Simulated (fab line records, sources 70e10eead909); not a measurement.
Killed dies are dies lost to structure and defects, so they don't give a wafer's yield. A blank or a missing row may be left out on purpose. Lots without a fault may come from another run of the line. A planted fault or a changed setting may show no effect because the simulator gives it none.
Chamber matching | flow nand_harc | NHARC_A_CHANNEL_FILL_D2_ETCHBACK_19 on rie_si-03: 4 sister chambers
The step etches the open film in HBr/Cl2, target depth 5 nm, time 1.7 s. 8 wafers are shown with their chamber, then 9 later ones without.

WAFERS WITH THEIR CHAMBER
wafer  | chamber | he_backside_leak_sccm (sccm) | throttle_valve_pct (%)
L079.6 | 0       | 2.4                          | 26.412
L083.6 | 0       | 2.6                          | 26.413
L086.4 | 3       | 3.1                          | 26.407
L086.5 | 2       | 2.8                          | 26.410
L086.6 | 3       | 3.0                          | 26.413
L088.1 | 1       | 2.8                          | 26.398
L088.3 | 2       | 2.6                          | 26.420
L088.6 | 1       | 2.9                          | 26.415

WAFERS WITHOUT THEIR CHAMBER
wafer  | he_backside_leak_sccm (sccm) | throttle_valve_pct (%)
L092.3 | 2.5                          | 26.398
L092.4 | 2.9                          | 26.404
L092.6 | 2.9                          | 26.410
L094.1 | 2.9                          | 26.404
L094.3 | 2.8                          | 26.399
L094.4 | 3.0                          | 26.404
L096.2 | 2.7                          | 26.402
L096.3 | 2.7                          | 26.402
L096.5 | 2.8                          | 26.405

WHICH CHAMBER EACH WENT THROUGH
wafer  | from the rows above               | in truth
L092.3 | can't be placed: 0 or 2 or 1      | 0
L092.4 | can't be placed: 1 or 3 or 2      | 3
L092.6 | can't be placed: 1 or 3 or 2      | 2
L094.1 | can't be placed: 1 or 3 or 2      | 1
L094.3 | can't be placed: 1 or 2 or 3      | 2
L094.4 | can't be placed: 3 or 1           | 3
L096.2 | can't be placed: 1 or 2 or 0 or 3 | 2
L096.3 | can't be placed: 1 or 2 or 0 or 3 | 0
L096.5 | can't be placed: 1 or 2 or 3      | 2
Placed correctly: 0 of 9. Can't be placed from these rows: 9 (the true chamber is among the candidates in 9). Placed wrongly: 0.
How it was worked out, from the rows above alone: a wafer's distance from a chamber is the root of the sum, over the readings, of the square of ((its reading less the chamber's mean) divided by the reading's scatter). The wafer belongs to the nearest chamber; if the next one is less than 2 further off, it can't be placed. A chamber's mean is the mean of its shown wafers. The scatter: the root of (the sum of the squares of (reading less its chamber's mean) over the shown wafers, divided by (wafers less chambers)).
